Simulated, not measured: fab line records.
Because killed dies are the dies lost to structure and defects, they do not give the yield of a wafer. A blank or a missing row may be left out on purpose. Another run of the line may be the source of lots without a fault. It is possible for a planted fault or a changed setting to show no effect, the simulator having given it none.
Split-lot experiment + flow n5Finfet + 21 wafers read across 7 lots, on a route 1938 steps long

== THE SPLIT ITSELF ==
At N5_SD_EPI_N_EPI_21 (deposits Si:P, time 690 s), the setting tempC was moved away from the recipe's 680 C on 11 of the 21 wafers read, by -0.5% to +0.6%. The other wafers ran this setting at the recipe's value.

== FROM THE SPLIT TO THE READING: what the file shows between them, 8 steps ==
- N5_SD_EPI_N_PRECLEAN_49: cleans in NF3:NH3, afs cycles 1, time 20 s, sublimation time 60 s (also split here: tempC)
- N5_SD_EPI_N_LINER_46: material SiNx, target thk 3 nm
- N5_SD_EPI_P_EPI_21: deposits SiGe:B, time 355 s
- N5_SD_EPI_P_HM_STRIP_48: strips SiNx in H3PO4, material SiNx, target depth 3 nm
- N5_SD_EPI_P_SRD_49: time 30 s
- N5_SD_EPI_P_PRECLEAN_24: cleans in O3/DIW, time 45 s
- N5_SD_ACTIVATION_RTA_00: time 0 s
- N5_SD_ACTIVATION_LSA_01: time 0.0008 s

== THE READING ==
Measured at N5_SD_ACTIVATION_RS_MEAS_03 by four-point probe: RS_SD_N, in ohm/sq. Typical for fault-free wafers on this fab line: 21.76 ohm/sq, with standard deviation 0.28 ohm/sq.

| wafer  | tool, chamber at the split | tempC as run, C | against the recipe | RS_SD_N, ohm/sq | against lot-mates on the recipe |
|--------|----------------------------|-----------------|--------------------|-----------------|---------------------------------|
| L078.3 | epiRpcvd-04, 0             | 684.4           | +0.6%              | 20.46           | -0.82                           |
| L078.4 | epiRpcvd-04, 0             | 680             | recipe             | 21.28           | -                               |
| L078.5 | epiRpcvd-04, 0             | 684.4           | +0.6%              | 20.23           | -1.05                           |
| L079.1 | epiRpcvd-03, 0             | 680             | recipe             | 22.05           | -                               |
| L079.4 | epiRpcvd-03, 0             | 680             | recipe             | 21.90           | -                               |
| L079.6 | epiRpcvd-03, 0             | 680             | recipe             | 22.05           | -                               |
| L082.2 | epiRpcvd-04, 0             | 680             | recipe             | 21.98           | -                               |
| L082.3 | epiRpcvd-04, 0             | 680             | recipe             | 22.20           | -                               |
| L082.6 | epiRpcvd-04, 0             | 682.2           | +0.3%              | 21.19           | -0.90                           |
| L084.2 | epiRpcvd-02, 0             | 680             | recipe             | 21.55           | -                               |
| L084.3 | epiRpcvd-02, 0             | 677.3           | -0.4%              | 22.11           | +0.56                           |
| L084.5 | epiRpcvd-02, 0             | 677.3           | -0.4%              | 22.58           | +1.03                           |
| L085.2 | epiRpcvd-02, 0             | 682.2           | +0.3%              | 20.57           | -1.02                           |
| L085.3 | epiRpcvd-02, 0             | 680             | recipe             | 21.59           | -                               |
| L085.6 | epiRpcvd-02, 0             | 682.2           | +0.3%              | 20.64           | -0.95                           |
| L090.1 | epiRpcvd-02, 0             | 676.6           | -0.5%              | 22.89           | +1.01                           |
| L090.2 | epiRpcvd-02, 0             | 680             | recipe             | 21.88           | -                               |
| L090.4 | epiRpcvd-02, 0             | 676.6           | -0.5%              | 22.91           | +1.03                           |
| L092.2 | epiRpcvd-02, 0             | 680             | recipe             | 21.53           | -                               |
| L092.5 | epiRpcvd-02, 0             | 677.1           | -0.4%              | 22.48           | +0.95                           |
| L092.6 | epiRpcvd-02, 0             | 677.1           | -0.4%              | 22.24           | +0.71                           |

THE FIT
A straight line over all 21 wafers: RS_SD_N changes by -2.11 ohm/sq for each +1% of tempC; r = -0.93; the points scatter about the line by 0.3 ohm/sq.
The same after taking each lot's own level away (the mean of its wafers on the recipe; 21 wafers): -1.93 ohm/sq for each +1%; r = -0.96; scatter 0.2 ohm/sq.
The reading moves by 1.2 ohm/sq for the largest change in tempC, on that fit.
The lots' own levels span 21.280 to 22.090 ohm/sq, that is 2.9 times the standard deviation above.
So the lot-to-lot level changes the slope little: the two slopes agree.
Check: for one of the wafers moved furthest among these (+0.6%), held out of the fit, the line's prediction against its lot-mates is -1.4 ohm/sq. It came out at -0.82 ohm/sq against them.

== FURTHER SPLITS ON THESE WAFERS ==
Before the reading, these wafers also passed through other splits. Each is held against what the fit with the lots' levels taken away leaves over:
| other split on the same wafers | wafers away from the commonest value | r with RS_SD_N (lot level and that fit taken away) |
|--------------------------------|--------------------------------------|----------------------------------------------------|
| N5_SD_EPI_N_PRECLEAN_49 tempC  | 9                                    | +0.10                                              |

== THE WHOLE CHAIN: every reading that the file lists as answering this split, in the file's order ==
| step                        | what it does                                           | reading                                                                        | change (the file's fit)              | r (the file's) |
|-----------------------------|--------------------------------------------------------|--------------------------------------------------------------------------------|--------------------------------------|----------------|
| N5_SD_EPI_N_EPI_21          | deposits Si:P, time 690 s                              | Si-P_of_SD_EPI_N_EPI_21.thkNm (the simulator's own value, which no gauge read) | +6.41 nm for each +1% of the setting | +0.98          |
| N5_SD_EPI_P_HM_STRIP_48     | strips SiNx in H3PO4, material SiNx, target depth 3 nm | Si-P_of_SD_EPI_N_EPI_21.thkNm (the simulator's own value, which no gauge read) | +6.33 nm for each +1% of the setting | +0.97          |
| N5_SD_ACTIVATION_RS_MEAS_03 | measures by four-point-probe                           | RS_SD_N                                                                        | -1.97 for each +1% of the setting    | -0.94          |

== THE FILE'S OWN FIT ==
RS_SD_N changes by -1.97 ohm/sq for each +1% of tempC, r = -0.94.
